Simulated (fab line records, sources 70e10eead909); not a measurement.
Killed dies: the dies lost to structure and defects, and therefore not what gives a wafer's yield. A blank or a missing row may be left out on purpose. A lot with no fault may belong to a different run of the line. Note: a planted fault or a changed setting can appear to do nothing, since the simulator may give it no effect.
Which tool is to blame? ; flow nandHarc ; Sampling: 24 lots, 72 wafers, 6 of 1302 route steps

WHAT THE GAUGES READ, wafer by wafer
NHARC_P_BONDPAD_THK_MEAS_33: measures by ellipsometry.
lot;measured;on;thkNm (nm)
L074;day 6 18:17;filmMetro-01;201.5 200.6 203.9
L075;day 7 00:25;filmMetro-01;200.7 200.5 201.1
L076;day 7 10:25;filmMetro-02;200.0 201.2 201.7
L077;day 7 21:01;filmMetro-01;199.2 199.7 198.6
L079;day 8 10:02;filmMetro-01;198.1 197.9 199.3
L078;day 8 10:50;filmMetro-01;200.2 200.8 199.1
L080;day 9 09:57;filmMetro-01;200.3 200.0 199.6
L081;day 9 18:58;filmMetro-01;201.0 197.8 202.2
L082;day 9 21:14;filmMetro-02;197.7 197.7 199.2
L083;day 10 10:37;filmMetro-02;202.3 199.8 200.3
L084;day 11 01:45;filmMetro-02;199.7 199.9 202.0
L085;day 11 08:26;filmMetro-02;200.3 197.9 198.4
L086;day 11 21:42;filmMetro-01;199.3 197.6 199.9
L088;day 12 19:05;filmMetro-01;198.8 198.6 200.8
L087;day 12 20:03;filmMetro-01;200.8 199.9 200.2
L090;day 13 14:07;filmMetro-01;198.9 198.4 197.9
L089;day 13 15:01;filmMetro-01;197.9 200.6 198.7
L091;day 13 17:47;filmMetro-01;200.5 196.9 198.2
L092;day 14 00:35;filmMetro-02;199.1 198.7 200.7
L093;day 15 02:25;filmMetro-01;199.2 198.2 200.7
L094;day 15 03:14;filmMetro-01;198.9 198.2 199.9
L095;day 15 08:28;filmMetro-01;196.5 202.0 199.8
L096;day 15 20:18;filmMetro-01;200.9 198.3 201.6
L097;day 16 10:47;filmMetro-01;199.7 201.4 198.5

NHARC_A_ZERO_WELL_CD_MEAS_10: the cd target is 2000 nm.
lot;measured;on;cdNm (nm)
L074;day 6 22:59;cdSem-03;1996.7 1995.9 1999.8
L075;day 7 05:06;cdSem-02;1999.4 2000.3 1998.6
L076;day 7 14:57;cdSem-02;2001.3 1998.9 2000.0
L077;day 8 01:32;cdSem-01;2001.4 2000.8 1998.1
L079;day 8 15:08;cdSem-01;1999.6 2000.1 1999.1
L078;day 8 15:29;cdSem-02;2000.5 1999.9 2003.8
L080;day 9 14:31;cdSem-01;2001.9 2004.8 2003.3
L081;day 9 23:36;cdSem-01;1997.1 1998.4 1995.5
L082;day 10 01:52;cdSem-01;2001.0 1998.6 1998.8
L083;day 10 15:16;cdSem-01;1998.8 1999.2 1996.6
L084;day 11 06:13;cdSem-02;2002.6 2000.7 2000.6
L085;day 11 13:10;cdSem-01;2002.7 2001.7 1999.2
L086;day 12 02:21;cdSem-03;2001.0 2003.0 1998.1
L088;day 12 23:50;cdSem-03;1999.1 1998.4 2001.4
L087;day 13 00:40;cdSem-02;1999.4 2000.1 2000.3
L090;day 13 18:38;cdSem-03;2001.8 2001.7 1999.2
L089;day 13 19:40;cdSem-03;2002.0 2005.5 2004.8
L091;day 13 22:11;cdSem-01;2000.1 1997.7 2001.5
L092;day 14 05:19;cdSem-01;2000.2 2000.6 1998.5
L093;day 15 06:56;cdSem-03;2002.7 1998.5 2000.3
L094;day 15 07:55;cdSem-03;1998.9 1998.5 1999.0
L095;day 15 13:01;cdSem-03;1997.6 2001.3 2001.6
L096;day 16 00:58;cdSem-03;1999.0 1997.6 1997.1
L097;day 16 15:52;cdSem-03;1997.8 1999.7 2000.8

WHICH TOOL RAN EACH LOT (tool, then ch and the chambers of the sampled wafers, then the start)
lot;NHARC_P_M1_DESCUM_14;NHARC_P_M1_PRE_CLEAN_32;NHARC_P_M2_PRE_CLEAN_32;NHARC_P_BONDPAD_ETCH_24
L074;rieDiel-02 ch 0,2, day 6 10:08;pecvd-02 ch 1,2, day 6 12:47;pecvd-04 ch 0,1,2, day 6 17:10;rieDiel-06 ch 1,2, day 6 22:59 or earlier
L075;rieDiel-01 ch 1,2,3, day 6 16:34;pecvd-02 ch 0,1,2, day 6 19:10;pecvd-04 ch 1,2, day 6 23:18;rieDiel-05 ch 1,3, day 7 01:47
L076;rieDiel-01 ch 0,2,3, day 7 02:20;pecvd-04 ch 0,1,2, day 7 05:11;pecvd-01 ch 0,1,2, day 7 09:16;rieDiel-10 ch 0,1,3, day 7 14:57 or earlier
L077;rieDiel-02 ch 1,3, day 7 12:37;pecvd-04 ch 2, day 7 15:17;pecvd-04 ch 0,1, day 7 19:52;rieDiel-05 ch 0,2,3, day 8 01:32 or earlier
L079;rieDiel-02 ch 0,1, day 8 02:02;pecvd-01 ch 1,2, day 8 04:42;pecvd-01 ch 0,1,2, day 8 08:56;rieDiel-06 ch 0,1,2, day 8 11:23
L078;rieDiel-01 ch 1,2, day 8 02:46;pecvd-04 ch 0,1,2, day 8 05:38;pecvd-02 ch 1,2, day 8 09:43;rieDiel-10 ch 1,3, day 8 15:29 or earlier
L080;rieDiel-02 ch 0,2,3, day 9 01:20;pecvd-01 ch 0,2, day 9 04:16;pecvd-01 ch 0,1, day 9 08:49;rieDiel-06 ch 2,3, day 9 14:31 or earlier
L081;rieDiel-02 ch 0,1,2, day 9 11:04;pecvd-04 ch 1,2, day 9 13:43;pecvd-04 ch 1,2, day 9 17:52;rieDiel-10 ch 0,1,3, day 9 23:36 or earlier
L082;rieDiel-02 ch 0,3, day 9 13:16;pecvd-01 ch 1,2, day 9 15:56;pecvd-01 ch 0,2, day 9 20:07;rieDiel-05 ch 1,2,3, day 10 01:52 or earlier
L083;rieDiel-13 ch 0,1,3, day 10 02:39;pecvd-04 ch 0,2, day 10 05:19;pecvd-04 ch 1,2, day 10 09:26;rieDiel-06 ch 0,1,3, day 10 15:16 or earlier
L084;rieDiel-02 ch 1,2,3, day 10 17:53;pecvd-01 ch 1,2, day 10 20:38;pecvd-01 ch 0,2, day 11 00:38;rieDiel-06 ch 0,2,3, day 11 06:13 or earlier
L085;rieDiel-01 ch 2,3, day 11 00:21;pecvd-01 ch 0,1,2, day 11 03:05;pecvd-04 ch 0,2, day 11 07:17;rieDiel-06 ch 1,3, day 11 13:10 or earlier
L086;rieDiel-02 ch 0,2, day 11 13:43;pecvd-04 ch 0,1,2, day 11 16:25;pecvd-02 ch 0,1, day 11 20:34;rieDiel-06 ch 0,1, day 12 02:21 or earlier
L088;rieDiel-01 ch 0,1,3, day 12 11:01;pecvd-01 ch 0,2, day 12 13:40;pecvd-02 ch 0,2, day 12 17:58;rieDiel-06 ch 1,2, day 12 23:50 or earlier
L087;rieDiel-02 ch 1,2,3, day 12 12:05;pecvd-01 ch 0,1,2, day 12 14:45;pecvd-02 ch 0,1,2, day 12 18:55;rieDiel-05 ch 1,2,3, day 13 00:40 or earlier
L090;rieDiel-01 ch 0,2,3, day 13 06:13;pecvd-02 ch 0,1,2, day 13 08:55;pecvd-02 ch 0,1,2, day 13 12:58;rieDiel-05 ch 0,2,3, day 13 18:38 or earlier
L089;rieDiel-01 ch 0,1,2, day 13 07:11;pecvd-04 ch 0,1, day 13 09:52;pecvd-01 ch 0,1,2, day 13 13:52;rieDiel-05 ch 2,3, day 13 19:40 or earlier
L091;rieDiel-01 ch 0,2,3, day 13 09:50;pecvd-01 ch 1,2, day 13 12:29;pecvd-02 ch 0,1,2, day 13 16:38;rieDiel-06 ch 2,3, day 13 22:11 or earlier
L092;rieDiel-01 ch 0,1,3, day 13 16:34;pecvd-04 ch 1,2, day 13 19:14;pecvd-02 ch 0,2, day 13 23:26;rieDiel-05 ch 1,3, day 14 05:19 or earlier
L093;rieDiel-02 ch 0,1, day 14 18:24;pecvd-01 ch 0,1,2, day 14 21:04;pecvd-04 ch 0,1,2, day 15 01:14;rieDiel-10 ch 0,1,3, day 15 06:56 or earlier
L094;rieDiel-13 ch 1,2,3, day 14 18:55;pecvd-01 ch 0,1,2, day 14 21:33;pecvd-04 ch 0,1, day 15 01:53;rieDiel-10 ch 0,2,3, day 15 07:55 or earlier
L095;rieDiel-01 ch 0,2,3, day 15 00:26;pecvd-01 ch 0,1,2, day 15 03:07;pecvd-02 ch 0,2, day 15 07:16;rieDiel-06 ch 1,2,3, day 15 13:01 or earlier
L096;rieDiel-01 ch 1,2,3, day 15 12:14;pecvd-01 ch 0,1, day 15 14:56;pecvd-02 ch 0,2, day 15 19:12;rieDiel-10 ch 0,1,2, day 16 00:58 or earlier
L097;rieDiel-01 ch 0,2,3, day 16 02:50;pecvd-01 ch 0,1, day 16 05:29;pecvd-01 ch 0,1, day 16 09:39;rieDiel-05 ch 0,1,2, day 16 15:52 or earlier
- NHARC_P_M1_DESCUM_14: chemistry O2, time 3 s.
- NHARC_P_M1_PRE_CLEAN_32: time 12 s.
- NHARC_P_M2_PRE_CLEAN_32: time 12 s.
- NHARC_P_BONDPAD_ETCH_24: etches the open film in CF4/N2, target depth 30 nm, time 72.99 s.

AS READ BY THE TOOLS THEMSELVES (means over the sampled wafers that have a number; for cases with no such wafer, the mark the record gives instead)
NHARC_P_M1_DESCUM_14.
lot;tool;drypumpMotorCurrentA (A);oesProductAu (a.u.);rfVppV (V);showerheadPlenumPTorr (Torr);throttleValvePct (%)
L074;rieDiel-02;5.7;0.993;57.4;1.83;11.312
L075;rieDiel-01;5.9;1.000;58.1;1.97;11.309
L076;rieDiel-01;5.7;1.008;58.2;1.95;11.315
L077;rieDiel-02;5.5;1.011;58.4;2.02;11.303
L079;rieDiel-02;5.7;0.997;58.2;1.91;11.304
L078;rieDiel-01;5.7;1.003;58.0;2.06;11.312
L080;rieDiel-02;5.7;0.992;58.2;1.89;11.303
L081;rieDiel-02;5.7;0.990;57.4;1.87;11.310
L082;rieDiel-02;5.6;1.005;58.3;1.96;11.312
L083;rieDiel-13;5.9;1.002;57.7;1.90;11.314
L084;rieDiel-02;5.5;1.008;58.0;1.95;11.303
L085;rieDiel-01;6.2;0.998;57.3;1.96;11.317
L086;rieDiel-02;6.0;1.000;57.1;1.81;11.312
L088;rieDiel-01;5.4;1.007;58.7;1.95;11.310
L087;rieDiel-02;5.5;1.008;57.8;1.95;11.317
L090;rieDiel-01;5.7;0.999;58.1;1.95;11.307
L089;rieDiel-01;5.5;1.019;58.8;2.04;11.303
L091;rieDiel-01;5.7;1.006;57.9;1.95;11.312
L092;rieDiel-01;5.4;1.006;57.6;1.95;11.303
L093;rieDiel-02;5.9;0.996;57.2;1.85;11.312
L094;rieDiel-13;6.2;1.001;57.9;1.83;11.311
L095;rieDiel-01;5.7;0.997;57.3;1.95;11.303
L096;rieDiel-01;5.9;1.006;57.7;1.96;11.306
L097;rieDiel-01;5.7;1.011;57.8;1.95;11.309

NHARC_P_M1_PRE_CLEAN_32.
lot;tool;heaterPowerW (W)
L074;pecvd-02;630
L075;pecvd-02;604
L076;pecvd-04;586
L077;pecvd-04;587
L079;pecvd-01;595
L078;pecvd-04;605
L080;pecvd-01;674
L081;pecvd-04;572
L082;pecvd-01;615
L083;pecvd-04;645
L084;pecvd-01;569
L085;pecvd-01;640
L086;pecvd-04;627
L088;pecvd-01;684
L087;pecvd-01;656
L090;pecvd-02;566
L089;pecvd-04;599
L091;pecvd-01;639
L092;pecvd-04;632
L093;pecvd-01;629
L094;pecvd-01;628
L095;pecvd-01;648
L096;pecvd-01;637
L097;pecvd-01;703

NHARC_P_M2_PRE_CLEAN_32.
lot;tool;heaterPowerW (W)
L074;pecvd-04;604
L075;pecvd-04;507
L076;pecvd-01;622
L077;pecvd-04;614
L079;pecvd-01;682
L078;pecvd-02;612
L080;pecvd-01;692
L081;pecvd-04;623
L082;pecvd-01;637
L083;pecvd-04;602
L084;pecvd-01;689
L085;pecvd-04;609
L086;pecvd-02;565
L088;pecvd-02;547
L087;pecvd-02;571
L090;pecvd-02;583
L089;pecvd-01;613
L091;pecvd-02;569
L092;pecvd-02;609
L093;pecvd-04;584
L094;pecvd-04;517
L095;pecvd-02;562
L096;pecvd-02;561
L097;pecvd-01;650

NHARC_P_BONDPAD_ETCH_24.
lot;tool;cf4FlowSccm (sccm);drypumpMotorCurrentA (A);oesProductAu (a.u.);rfVppV (V);showerheadPlenumPTorr (Torr);throttleValvePct (%)
L074;rieDiel-06;50.25;6.3;1.014;315.1;2.69;19.802
L075;rieDiel-05;49.96;6.1;1.006;312.6;2.52;19.794
L076;rieDiel-10;49.86;6.1;0.985;314.0;2.60;19.784
L077;rieDiel-05;49.98;6.0;1.009;314.3;2.67;19.791
L079;rieDiel-06;50.04;6.4;0.994;315.6;2.69;19.802
L078;rieDiel-10;49.93;6.1;0.993;312.8;2.54;19.796
L080;rieDiel-06;49.98;6.4;0.987;312.8;2.54;19.798
L081;rieDiel-10;49.98;6.1;0.991;313.9;2.60;19.786
L082;rieDiel-05;49.89;6.1;1.003;314.6;2.58;19.801
L083;rieDiel-06;49.94;6.2;0.996;314.5;2.68;19.790
L084;rieDiel-06;49.91;6.4;0.994;314.1;2.61;19.792
L085;rieDiel-06;50.02;6.0;0.997;313.2;2.59;19.798
L086;rieDiel-06;49.88;6.3;1.004;315.6;2.76;19.792
L088;rieDiel-06;50.18;6.5;1.016;313.2;2.62;19.794
L087;rieDiel-05;50.15;6.0;1.012;313.1;2.58;19.797
L090;rieDiel-05;50.08;6.0;1.015;314.8;2.67;19.791
L089;rieDiel-05;50.01;6.2;1.016;313.3;2.59;19.789
L091;rieDiel-06;50.12;6.2;0.999;313.1;2.52;19.794
L092;rieDiel-05;50.02;5.9;1.010;311.5;2.50;19.782
L093;rieDiel-10;49.78;6.1;1.001;314.2;2.59;19.797
L094;rieDiel-10;49.96;6.1;0.997;314.4;2.68;19.798
L095;rieDiel-06;49.97;6.3;0.990;314.3;2.60;19.792
L096;rieDiel-10;49.89;6.1;1.005;313.4;2.62;19.804
L097;rieDiel-05;49.94;5.8;1.005;314.9;2.66;19.797

THE ANSWER, worked out from the rows above alone
Rule: what is usual is taken from the lots themselves. The widest of any qualifying gaps counts: lots, ordered by their means at a reading, are off when they make up no more than a third of the lots, leave a main group of 4 or more, and stand apart from it by 3 or more times the standard deviation of that group's means. If all means in a main group match to the digits the tables above print for the reading, that group is not used. Also off: a lot with no number at a reading for which 4 or more lots have one. The other lots that the step has rows for count as sound. Order of review: gauges by route order, followed by the tools' own readings, for which a lot's mean as printed above is used. The first step at which some lot is off is used, and at that step the reading that is off furthest; a lot without a number counts as furthest.
No lot is off at any reading shown: from this, nothing can be told.

WHAT THE SIMULATOR HAD PUT IN
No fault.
